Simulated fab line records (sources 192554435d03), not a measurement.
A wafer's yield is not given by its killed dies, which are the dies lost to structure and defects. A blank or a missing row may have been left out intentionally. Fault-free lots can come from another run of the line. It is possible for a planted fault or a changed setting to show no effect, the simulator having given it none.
fab line records	flow n5-finfet
record lots=7	wafers=39
route steps=1938 shown BEOL_M7@1329 BEOL_M9@1440 BEOL_M11@1578 BEOL_M15@1808 MIM_BOT@1833
start-h: hours from the record's opening day to when the first of the lot's shown wafers began	wait-h: hours from the lot's prior step to this one	" the same as in the row above	L1.1+2: a single row standing in for several wafers	- either no value or no given start	* or withheld: withheld	< > ~ a bound
route shown NAME@n: names a module that has steps shown in the file, with the first one's number in the route	usual: mean and standard deviation over wafers with no fault	same: alike in all rows	chamber/n: place in a boat	sites: the reading at each site	_std_site: standard deviation of those values	_edge_site: mean of outer sites minus mean of inner sites	radius-mm: how far each site lies from the wafer's centre	mask NAME#n: copy n	behind: the last tool/chamber to shape the wafer	hold: reason for holding the lot/hours on hold/outcome of the hold	device: the transistor (n, p or np) that didn't switch	end of line: tests of these same wafers at the route's end	where a step has no rows: the recipe by itself	killed: not the wafer's yield, but the dies lost to structure and defects at the first sort	map: the dies of a wafer, with x for killed, . for not killed, _ for no die there
set.NAME: the run value of the setting; set.NAME@STEP: its run value at that earlier step	model.NAME: the simulator's own value behind a step, which no gauge read
lots whose settings were changed on purpose; a table a step, a row a wafer
## steps
# step N5_BEOL_M7_DEP_56
# recipe material=SiCN	target-thk-a=100	temp-c=withheld	precursor=3MS/NH3	pressure-torr=3	rf-w=202	time-s=17.5
lot.wafer	tool	chamber	start-h	wait-h	set.target-thk-a	model.SiCN_of_BEOL_M7_DEP_56.thk-nm
L078.1+3+5	pecvd-02	0,1,1	222.04	0.0	100	10
L078.2	"	1	"	"	100	9.8
L078.4+6	"	0	"	"	100	10.2
L079.4+5	pecvd-01	1,2	232.36	0.0	100	9.8
L079.6	"	0	"	"	100	9.4
L086.1+2	pecvd-03	0,2	284.38	0.0	100	9.8
L086.3+4	"	1,2	"	"	42.06	3.8
L086.5	"	1	"	"	100	9.6
L086.6	"	0	"	"	42.06	4
L091.1+2	pecvd-02	2,1	286.44	0.0	100	10
L091.3+4+5	"	0,1,2	"	"	100	10.2
L091.6	"	0	"	"	100	10.4
L090.1+3	pecvd-03	1,0	291.26	0.0	100	9.8
L090.2+6	"	2	"	"	47.07	4.6
L090.4	"	1	"	"	47.07	4.4
L090.5	"	0	"	"	100	10.2
L089.1+2	pecvd-01	2,1	294.54	0.0	59.18	5.6
L089.3	"	0	"	"	100	9.8
L089.4+5	"	2,1	"	"	100	10
L089.6	"	0	"	"	59.18	5.8
L096.1+3	pecvd-01	1,0	340.04	0.0	71.03	6.8
L096.2	"	2	"	"	100	9.6
L096.4	"	1	"	"	100	9.8
L096.5	"	2	"	"	100	10
L096.6	"	0	"	"	71.03	7
# step N5_BEOL_M9_ETCH_66
# recipe chemistry=N2/H2	target=SOC	target-depth-a=800	overetch-a=160	mask-material=SiARC	temp-c=40	time-s=120	ion-energy-ev=200	pressure-mtorr=30	source-w=840	bias-w=150	n2-flow-sccm=200	h2-flow-sccm=200
lot.wafer	tool	chamber	start-h	wait-h	set.time-s	model.SiARC_of_BEOL_M9_COAT_64.thk-nm
L078.1+3+4	rie-diel-04	1,3,1	235.87	0.0	120	6.2
L078.2+5+6	"	0,0,3	"	"	187.6	3
L079.4+5+6	rie-diel-04	3,2,3	245.10	0.0	120	6.2
L086.1+4	rie-diel-01	0,3	295.63	0.0	69.46	8.8
L086.2+3	"	2,1	"	"	120	6.6
L086.5	"	1	"	"	69.46	9
L086.6	"	0	"	"	120	6.4
L091.1+2+5	rie-diel-04	2,0,3	301.55	0.0	120	6.2
L091.3+4	"	3,1	"	"	156.8	4.4
L091.6	"	0	"	"	156.8	4.6
L090.1	rie-diel-05	0	305.35	0.0	120	6.6
L090.2+5	"	2	"	"	75.63	8.4
L090.3+4	"	1	"	"	120	6.4
L090.6	"	0	"	"	75.63	8.6
L089.1	rie-diel-05	1	308.43	0.0	120	6.4
L089.2+4+6	"	0,3,3	"	"	56.99	9.4
L089.3	"	2	"	"	120	6.2
L089.5	"	0	"	"	120	6.6
L096.1	rie-diel-05	1	353.09	0.0	120	6.4
L096.2	"	2	"	"	120	6.2
L096.3	"	0	"	"	97.23	7.6
L096.4+6	"	3	"	"	97.23	7.4
L096.5	"	0	"	"	120	6.6
# step N5_BEOL_M11_TRENCH_ETCH_37
# recipe chemistry=C4F6/O2	target-depth-a=1488.3	target=SiCOH_lowk	time-s=48	ion-energy-ev=250	pressure-mtorr=30	source-w=345	bias-w=185	Ar_flow_sccm=300	C4F6_flow_sccm=10	O2_flow_sccm=10
lot.wafer	tool	chamber	start-h	wait-h	set.target-depth-a	model.etch.depth-nm	model.BEOL_M11.feature-depth-nm	model.TiN_of_BEOL_M11_HM_DEP_02.thk-nm
L078.1	rie-diel-05	0	-	-	1488.3	146.1	146	15.8
L078.2	"	2	"	"	1488.3	148.7	148.8	15.6
L078.3	"	1	"	"	1488.3	148	148	15.8
L078.4	"	3	"	"	1718	171.1	171	15.2
L078.5	"	2	"	"	1718	171.3	171.2	15.2
L078.6	"	3	"	"	1718	170.3	170.4	15.2
L079.4	rie-diel-01	2	-	-	1488.3	148.2	148.2	16.2
L079.5	"	0	"	"	1488.3	148.5	148.4	16
L079.6	"	1	"	"	1488.3	149.6	149.6	16.4
L086.1	rie-diel-05	0	-	-	1488.3	145	145	15.8
L086.2	"	2	"	"	2228	222.9	223	14
L086.3	"	1	"	"	1488.3	146.9	146.8	15.8
L086.4	"	3	"	"	2228	225.5	225.6	13.6
L086.5	"	1	"	"	1488.3	147	147	16.2
L086.6	"	2	"	"	2228	223.9	224	13.8
L091.1	rie-diel-01	0	-	-	2155	215.3	215.4	13.8
L091.2	"	1	"	"	1488.3	149.7	149.6	16
L091.3	"	3	"	"	2155	212.2	212.2	14.2
L091.4	"	2	"	"	2155	214.7	214.6	14
L091.5	"	1	"	"	1488.3	149	149	15.8
L091.6	"	2	"	"	1488.3	147.4	147.4	15.8
L090.1	rie-diel-04	2	-	-	1488.3	150.7	150.6	15.8
L090.2	"	3	"	"	906.9	92.2	92.2	17.4
L090.3	"	0	"	"	906.9	90.52	90.6	18
L090.4	"	1	"	"	906.9	91.65	91.6	17.2
L090.5	"	2	"	"	1488.3	150.8	150.8	16.2
L090.6	"	3	"	"	1488.3	151.3	151.4	15.8
L089.1	rie-diel-04	3	-	-	1488.3	152.9	152.8	15.8
L089.2	"	1	"	"	1229	123	123	16.8
L089.3	"	2	"	"	1488.3	151.6	151.6	15.8
L089.4	"	0	"	"	1229	123.7	123.8	16.6
L089.5	"	1	"	"	1229	124.4	124.4	16.6
L089.6	"	0	"	"	1488.3	149.4	149.4	15.8
L096.1	rie-diel-01	2	-	-	1488.3	146.9	146.8	16
L096.2+5	"	3,2	"	"	1255	124.4	124.4	16.8
L096.3	"	0	"	"	1255	125.8	125.8	16.8
L096.4	"	1	"	"	1488.3	147.7	147.8	16.2
L096.6	"	3	"	"	1488.3	146.1	146	15.8
# step N5_BEOL_M11_ETCH_41
# recipe chemistry=CH3F/O2	target=SiCN	target-depth-a=426	taper-deg=2	time-s=86	ion-energy-ev=120	mask-material=TiN	pressure-mtorr=30	source-w=395	bias-w=75	Ar_flow_sccm=150	CH3F_flow_sccm=30	O2_flow_sccm=20
# step N5_BEOL_M11_STRIP_77
# recipe chemistry=N2/H2	time-s=10	power-w=450	temp-c=40	pressure-mtorr=20	rf-frequency-hz=6e+07	bias-power-w=7	n2-flow-sccm=200	h2-flow-sccm=200
# step N5_BEOL_M11_OCD_MEAS_38
# usual trench-depth-nm=149.5/2
lot.wafer	tool	chamber	start-h	wait-h	set.target-depth-a@BEOL_M11_TRENCH_ETCH_37	trench-depth-nm
L078.1	ocd-02	-	254.34	-	1488.3	146.5
L078.2	"	-	"	"	1488.3	149.0
L078.3	"	-	"	"	1488.3	147.7
L078.4	"	-	"	"	1718	171.6
L078.5	"	-	"	"	1718	171.7
L078.6	"	-	"	"	1718	169.8
L079.4	ocd-02	-	263.59	-	1488.3	148.3
L079.5	"	-	"	"	1488.3	147.5
L079.6	"	-	"	"	1488.3	149.6
L086.1	ocd-01	-	312.17	-	1488.3	144.5
L086.2	"	-	"	"	2228	223.3
L086.3	"	-	"	"	1488.3	146.6
L086.4	"	-	"	"	2228	225.4
L086.5	"	-	"	"	1488.3	147.7
L086.6	"	-	"	"	2228	223.9
L091.1	ocd-02	-	319.23	-	2155	215.4
L091.2	"	-	"	"	1488.3	149.5
L091.3	"	-	"	"	2155	212.1
L091.4	"	-	"	"	2155	214.6
L091.5	"	-	"	"	1488.3	149.5
L091.6	"	-	"	"	1488.3	147.4
L090.1	ocd-01	-	324.73	-	1488.3	150.7
L090.2	"	-	"	"	906.9	92.7
L090.3	"	-	"	"	906.9	90.2
L090.4	"	-	"	"	906.9	91.6
L090.5	"	-	"	"	1488.3	150.8
L090.6	"	-	"	"	1488.3	151.5
L089.1	ocd-01	-	328.32	-	1488.3	153.2
L089.2	"	-	"	"	1229	123.3
L089.3	"	-	"	"	1488.3	151.2
L089.4	"	-	"	"	1229	123.8
L089.5	"	-	"	"	1229	124.3
L089.6	"	-	"	"	1488.3	149.7
L096.1	ocd-01	-	367.29	-	1488.3	146.8
L096.2	"	-	"	"	1255	124.1
L096.3	"	-	"	"	1255	126.0
L096.4	"	-	"	"	1488.3	147.7
L096.5	"	-	"	"	1255	124.7
L096.6	"	-	"	"	1488.3	146.1
# step N5_BEOL_M11_HM_STRIP_39
# recipe chemistry=peroxide-tin-strip	material=TiN	target-depth-a=250	temp-c=50	time-s=158
# step N5_BEOL_M11_SRD_40
# recipe time-s=30	temp-c=23	rinse-liquid=diw	dry=ipa-marangoni
# step N5_BEOL_M11_ECD_50
# recipe material=Cu	target-thk-a=3180
# step N5_BEOL_M11_ANNEAL_51
# recipe temp-c=225	time-s=90	ambient=N2
# step N5_BEOL_M11_CMP_52
# recipe stop-on=SiCOH_lowk	t-overpolish-s=7	down-force-psi=1	platen-rpm=50	clearing-platen-down-force-psi=1.5	clearing-platen-rpm=50	post-cmp-clean=cu-alkaline	target-thk-nm=140	clearing-platen-pad-velocity-m-s=0.99484	pad-velocity-m-s=0.99484
lot.wafer	tool	chamber	start-h	wait-h	set.target-depth-a@BEOL_M11_TRENCH_ETCH_37	model.Cu_of_BEOL_M11_ECD_50.thk-nm
L078.3	cmp-04	3	256.85	0.2	1488.3	138
L078.1	"	0	"	"	1488.3	137.8
L078.4	"	1	"	"	1718	161.4
L078.2	"	2	"	"	1488.3	140
L078.5	"	3	"	"	1718	160.8
L078.6	"	0	"	"	1718	161.6
L079.4	cmp-02	1	266.48	0.2	1488.3	139
L079.6	"	2	"	"	1488.3	142.2
L079.5	"	3	"	"	1488.3	139.4
L086.2	cmp-03	2	317.24	0.5	2228	213.2
L086.1	"	3	"	"	1488.3	135
L086.3+5	"	0,2	"	"	1488.3	136.2
L086.4	"	1	"	"	2228	217
L086.6	"	3	"	"	2228	214.2
L091.1	cmp-02	1	321.79	0.3	2155	205.6
L091.2	"	2	"	"	1488.3	142.2
L091.3	"	3	"	"	2155	201.2
L091.4	"	0	"	"	2155	206.6
L091.5	"	1	"	"	1488.3	140.6
L091.6	"	2	"	"	1488.3	139.2
L090.1	cmp-03	2	329.91	0.3	1488.3	140
L090.3	"	3	"	"	906.9	81.4
L090.4	"	0	"	"	906.9	83.2
L090.2	"	1	"	"	906.9	85.4
L090.6	"	2	"	"	1488.3	142.8
L090.5	"	3	"	"	1488.3	142.6
L089.4	cmp-04	2	331.53	0.1	1229	115.6
L089.2	"	3	"	"	1229	114
L089.3	"	0	"	"	1488.3	143.2
L089.1	"	1	"	"	1488.3	142.4
L089.5	"	2	"	"	1229	114.8
L089.6	"	3	"	"	1488.3	140
L096.2	cmp-04	3	370.98	0.2	1255	114.8
L096.4	"	0	"	"	1488.3	138.2
L096.1	"	1	"	"	1488.3	137.4
L096.3	"	2	"	"	1255	116
L096.5	"	3	"	"	1255	115
L096.6	"	0	"	"	1488.3	137.2
# step N5_BEOL_M11_THK_MEAS_53
# recipe thk-meas-gauge=xrf	reads=Cu_of_BEOL_M11_ECD_50
# usual M11_THK=139.4/2.7
lot.wafer	tool	chamber	start-h	wait-h	set.target-depth-a@BEOL_M11_TRENCH_ETCH_37	M11_THK[nm]
L078.1	film-metro-02	-	257.15	-	1488.3	138.2
L078.2	"	-	"	"	1488.3	140.0
L078.3	"	-	"	"	1488.3	138.3
L078.4	"	-	"	"	1718	161.3
L078.5	"	-	"	"	1718	161.2
L078.6	"	-	"	"	1718	162.0
L079.4	film-metro-02	-	266.66	-	1488.3	139.1
L079.5	"	-	"	"	1488.3	139.0
L079.6	"	-	"	"	1488.3	142.5
L086.1	film-metro-01	-	317.54	-	1488.3	131.8
L086.2	"	-	"	"	2228	207.7
L086.3	"	-	"	"	1488.3	133.4
L086.4	"	-	"	"	2228	211.0
L086.5	"	-	"	"	1488.3	132.8
L086.6	"	-	"	"	2228	208.6
L091.1	film-metro-01	-	322.09	-	2155	200.1
L091.2	"	-	"	"	1488.3	138.4
L091.3	"	-	"	"	2155	195.8
L091.4	"	-	"	"	2155	201.0
L091.5	"	-	"	"	1488.3	137.4
L091.6	"	-	"	"	1488.3	135.4
L090.1	film-metro-01	-	330.20	-	1488.3	138.1
L090.2	"	-	"	"	906.9	84.6
L090.3	"	-	"	"	906.9	80.4
L090.4	"	-	"	"	906.9	82.0
L090.5	"	-	"	"	1488.3	141.0
L090.6	"	-	"	"	1488.3	140.7
L089.1	film-metro-01	-	331.82	-	1488.3	139.6
L089.2	"	-	"	"	1229	111.9
L089.3	"	-	"	"	1488.3	139.9
L089.4	"	-	"	"	1229	113.2
L089.5	"	-	"	"	1229	112.1
L089.6	"	-	"	"	1488.3	137.5
L096.1	film-metro-01	-	371.27	-	1488.3	135.2
L096.2	"	-	"	"	1255	112.6
L096.3	"	-	"	"	1255	114.3
L096.4	"	-	"	"	1488.3	135.4
L096.5	"	-	"	"	1255	112.8
L096.6	"	-	"	"	1488.3	135.0
# step N5_BEOL_M11_PRE_CLEAN_55
# recipe gas=NH3	time-s=15	temp-c=withheld	rf-power-w=300
# step N5_BEOL_M11_DEP_56
# recipe material=SiCN	target-thk-a=300	temp-c=withheld	precursor=3MS/NH3	pressure-torr=3	rf-w=675	time-s=10.5
# step N5_BEOL_M11_RS_MEAS_57
# recipe thk-meas-gauge=four-point-probe	reads=Cu_of_BEOL_M11_ECD_50+Co_of_BEOL_M11_CVD_75+TaN_of_BEOL_M11_ALD_74
# usual M11_RS=0.1507/0.0029
lot.wafer	tool	chamber	start-h	wait-h	set.target-depth-a@BEOL_M11_TRENCH_ETCH_37	M11_RS[ohm/sq]
L078.1	film-metro-02	-	257.27	0.0	1488.3	0.1535
L078.2	"	-	"	"	1488.3	0.1511
L078.3	"	-	"	"	1488.3	0.1534
L078.4	"	-	"	"	1718	0.1290
L078.5	"	-	"	"	1718	0.1298
L078.6	"	-	"	"	1718	0.1290
L079.4	film-metro-02	-	266.79	0.0	1488.3	0.1523
L079.5	"	-	"	"	1488.3	0.1520
L079.6	"	-	"	"	1488.3	0.1486
L086.1	film-metro-02	-	317.66	0.0	1488.3	0.1571
L086.2	"	-	"	"	2228	0.0958
L086.3	"	-	"	"	1488.3	0.1558
L086.4	"	-	"	"	2228	0.0940
L086.5	"	-	"	"	1488.3	0.1559
L086.6	"	-	"	"	2228	0.0952
L091.1	film-metro-01	-	322.24	0.1	2155	0.0996
L091.2	"	-	"	"	1488.3	0.1483
L091.3	"	-	"	"	2155	0.1017
L091.4	"	-	"	"	2155	0.0991
L091.5	"	-	"	"	1488.3	0.1500
L091.6	"	-	"	"	1488.3	0.1517
L090.1	film-metro-01	-	330.36	0.1	1488.3	0.1510
L090.2	"	-	"	"	906.9	0.2643
L090.3	"	-	"	"	906.9	0.2789
L090.4	"	-	"	"	906.9	0.2723
L090.5	"	-	"	"	1488.3	0.1477
L090.6	"	-	"	"	1488.3	0.1477
L089.1	film-metro-02	-	331.98	0.1	1488.3	0.1482
L089.2	"	-	"	"	1229	0.1898
L089.3	"	-	"	"	1488.3	0.1474
L089.4	"	-	"	"	1229	0.1867
L089.5	"	-	"	"	1229	0.1885
L089.6	"	-	"	"	1488.3	0.1512
L096.1	film-metro-01	-	371.39	0.0	1488.3	0.1540
L096.2	"	-	"	"	1255	0.1881
L096.3	"	-	"	"	1255	0.1861
L096.4	"	-	"	"	1488.3	0.1529
L096.5	"	-	"	"	1255	0.1879
L096.6	"	-	"	"	1488.3	0.1544
# step N5_BEOL_M15_ETCH_61
# recipe chemistry=N2/H2	target=BARC	target-depth-a=890	overetch-a=267	time-s=67.9	ion-energy-ev=200	pressure-mtorr=30	source-w=840	bias-w=150	n2-flow-sccm=200	h2-flow-sccm=200
lot.wafer	tool	chamber	start-h	wait-h	set.time-s	model.coat_of_BEOL_M15_COAT_22.thk-nm
L078.1	rie-diel-05	1	279.99	0.0	67.9	713.8
L078.2	"	2	"	"	67.9	718.6
L078.3	"	0	"	"	33.69	748.6
L078.4	"	1	"	"	67.9	716.6
L078.5	"	2	"	"	33.69	747.2
L078.6	"	0	"	"	33.69	750.8
L079.4+6	rie-diel-04	1,0	288.16	0.0	67.9	716.2
L079.5	"	3	"	"	67.9	717
L086.1	rie-diel-01	3	340.88	0.0	67.9	716.8
L086.2+6	"	0	"	"	67.9	717.6
L086.3	"	1	"	"	67.9	720.2
L086.4	"	2	"	"	67.9	718.6
L086.5	"	3	"	"	67.9	718
L091.1	rie-diel-05	0	341.97	0.0	67.9	718.2
L091.2	"	2	"	"	67.9	713.6
L091.3	"	3	"	"	67.9	712.4
L091.4	"	1	"	"	67.9	712.2
L091.5	"	0	"	"	67.9	718
L091.6	"	1	"	"	67.9	715.2
L090.1	rie-diel-04	1	349.32	0.0	67.9	709.8
L090.2	"	3	"	"	67.9	710.8
L090.3	"	2	"	"	67.9	713.8
L090.4	"	3	"	"	67.9	706.4
L090.5	"	2	"	"	67.9	712.8
L090.6	"	1	"	"	67.9	711.8
L089.1	rie-diel-01	1	355.88	0.0	67.9	716.6
L089.2+3+5	"	2,3,0	"	"	90.9	696.8
L089.4	"	0	"	"	67.9	717
L089.6	"	3	"	"	67.9	720.4
L096.1+5	rie-diel-05	3	393.44	0.0	67.9	711.8
L096.2	"	0	"	"	67.9	720.4
L096.3	"	2	"	"	67.9	712.8
L096.4	"	1	"	"	67.9	712.4
L096.6	"	0	"	"	67.9	719.4
# step N5_BEOL_M15_TRENCH_ETCH_34
# recipe chemistry=C4F8/O2/Ar	target=SiO2	target-depth-a=8729.3	he-inner-torr=15	he-outer-torr=30	time-s=199	ion-energy-ev=800	pressure-mtorr=20	source-w=1905	bias-w=2040	Ar_flow_sccm=400	C4F8_flow_sccm=16	O2_flow_sccm=12
lot.wafer	tool	chamber	start-h	wait-h	set.time-s@BEOL_M15_ETCH_61	model.coat_of_BEOL_M15_COAT_22.thk-nm
L078.1	rie-diel-05	1	280.04	0.0	67.9	540.6
L078.2	"	2	"	"	67.9	543.8
L078.3	"	0	"	"	33.69	578.8
L078.4	"	1	"	"	67.9	542.8
L078.5	"	2	"	"	33.69	572.2
L078.6	"	0	"	"	33.69	582
L079.4	rie-diel-04	1	288.21	0.0	67.9	542.4
L079.5	"	3	"	"	67.9	534.8
L079.6	"	0	"	"	67.9	536.6
L086.1	rie-diel-01	3	340.93	0.0	67.9	541.6
L086.2+6	"	0	"	"	67.9	544.8
L086.3	"	1	"	"	67.9	550
L086.4	"	2	"	"	67.9	541
L086.5	"	3	"	"	67.9	544
L091.1	rie-diel-05	0	342.03	0.0	67.9	546.6
L091.2	"	2	"	"	67.9	538.2
L091.3	"	3	"	"	67.9	537.2
L091.4	"	1	"	"	67.9	536.2
L091.5	"	0	"	"	67.9	548.4
L091.6	"	1	"	"	67.9	538.8
L090.1+3	rie-diel-04	1,2	349.37	0.0	67.9	534.6
L090.2	"	3	"	"	67.9	530.6
L090.4	"	3	"	"	67.9	525.6
L090.5	"	2	"	"	67.9	535.4
L090.6	"	1	"	"	67.9	535.8
L089.1	rie-diel-01	1	355.93	0.0	67.9	547.2
L089.2+3	"	2,3	"	"	90.9	521
L089.4	"	0	"	"	67.9	542.6
L089.5	"	0	"	"	90.9	523.8
L089.6	"	3	"	"	67.9	546.2
L096.1+5	rie-diel-05	3	393.49	0.0	67.9	537.8
L096.2	"	0	"	"	67.9	550
L096.3	"	2	"	"	67.9	537.4
L096.4	"	1	"	"	67.9	535.6
L096.6	"	0	"	"	67.9	551
# step N5_MIM_BOT_SPUTTER_00
# recipe material=TiN	target-thk-a=350	temp-c=200	power-w=3000	chamber-pressure-pa=0.49996	gas=Ar	reactive-partial-pa=0.37997	time-s=89.7
lot.wafer	tool	chamber	start-h	wait-h	set.target-thk-a	model.TiN_of_MIM_BOT_SPUTTER_00.thk-nm
L078.1	pvd-sputter-03	-	285.18	0.0	549.2	54.2
L078.2+5	"	-	"	"	549.2	54.8
L078.3	"	-	"	"	350	35
L078.4+6	"	-	"	"	350	34.4
L079.4+5	pvd-sputter-03	-	296.41	0.0	350	34.4
L079.6	"	-	"	"	350	34.8
L086.1	pvd-sputter-01	-	345.60	0.0	350	35.8
L086.2+3+5	"	-	"	"	350	34.8
L086.4	"	-	"	"	350	35
L086.6	"	-	"	"	350	35.4
L091.1	pvd-sputter-03	-	350.43	0.0	259.2	26.2
L091.2	"	-	"	"	259.2	26
L091.3+6	"	-	"	"	350	34.8
L091.4	"	-	"	"	259.2	25.4
L091.5	"	-	"	"	350	35.4
L090.1	pvd-sputter-02	-	355.00	0.0	350	34.8
L090.2	"	-	"	"	350	35.4
L090.3+6	"	-	"	"	350	35
L090.4	"	-	"	"	350	34.4
L090.5	"	-	"	"	350	35.2
L089.1	pvd-sputter-01	-	361.09	0.0	468.9	47.6
L089.2	"	-	"	"	350	35
L089.3+4	"	-	"	"	468.9	47
L089.5	"	-	"	"	350	36
L089.6	"	-	"	"	350	35.4
L096.1	pvd-sputter-02	-	399.59	0.0	350	35
L096.2	"	-	"	"	350	35.6
L096.3	"	-	"	"	350	35.8
L096.4+6	"	-	"	"	350	35.2
L096.5	"	-	"	"	350	35.4
## key
split step=N5_BEOL_M7_DEP_56	setting=target-thk-a	stated=100	by=wafer
response step=N5_BEOL_M7_DEP_56	reading=model.SiCN_of_BEOL_M7_DEP_56.thk-nm	change=+0.102	per=1%	r=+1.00
split step=N5_BEOL_M9_ETCH_66	setting=time-s	stated=120	by=wafer
response step=N5_BEOL_M9_ETCH_66	reading=model.SiARC_of_BEOL_M9_COAT_64.thk-nm	change=-0.0562	per=1%	r=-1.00
split step=N5_BEOL_M11_TRENCH_ETCH_37	setting=target-depth-a	stated=1488.3	by=wafer
response step=N5_BEOL_M11_TRENCH_ETCH_37	reading=model.etch.depth-nm	change=+1.52	per=1%	r=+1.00
response step=N5_BEOL_M11_TRENCH_ETCH_37	reading=model.BEOL_M11.feature-depth-nm	change=+1.52	per=1%	r=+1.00
response step=N5_BEOL_M11_TRENCH_ETCH_37	reading=model.TiN_of_BEOL_M11_HM_DEP_02.thk-nm	change=-0.0424	per=1%	r=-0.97
response step=N5_BEOL_M11_OCD_MEAS_38	reading=trench-depth-nm	change=+1.52	per=1%	r=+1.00
response step=N5_BEOL_M11_CMP_52	reading=model.Cu_of_BEOL_M11_ECD_50.thk-nm	change=+1.51	per=1%	r=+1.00
response step=N5_BEOL_M11_THK_MEAS_53	reading=M11_THK	change=+1.47	per=1%	r=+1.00
response step=N5_BEOL_M11_RS_MEAS_57	reading=M11_RS	shape=bent	at-lowest=0.2718	at-stated=0.1516	at-highest=0.0950
split step=N5_BEOL_M15_ETCH_61	setting=time-s	stated=67.9	by=wafer
response step=N5_BEOL_M15_ETCH_61	reading=model.coat_of_BEOL_M15_COAT_22.thk-nm	change=-0.64	per=1%	r=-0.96
response step=N5_BEOL_M15_TRENCH_ETCH_34	reading=model.coat_of_BEOL_M15_COAT_22.thk-nm	change=-0.697	per=1%	r=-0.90
split step=N5_MIM_BOT_SPUTTER_00	setting=target-thk-a	stated=350	by=wafer
response step=N5_MIM_BOT_SPUTTER_00	reading=model.TiN_of_MIM_BOT_SPUTTER_00.thk-nm	change=+0.35	per=1%	r=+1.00
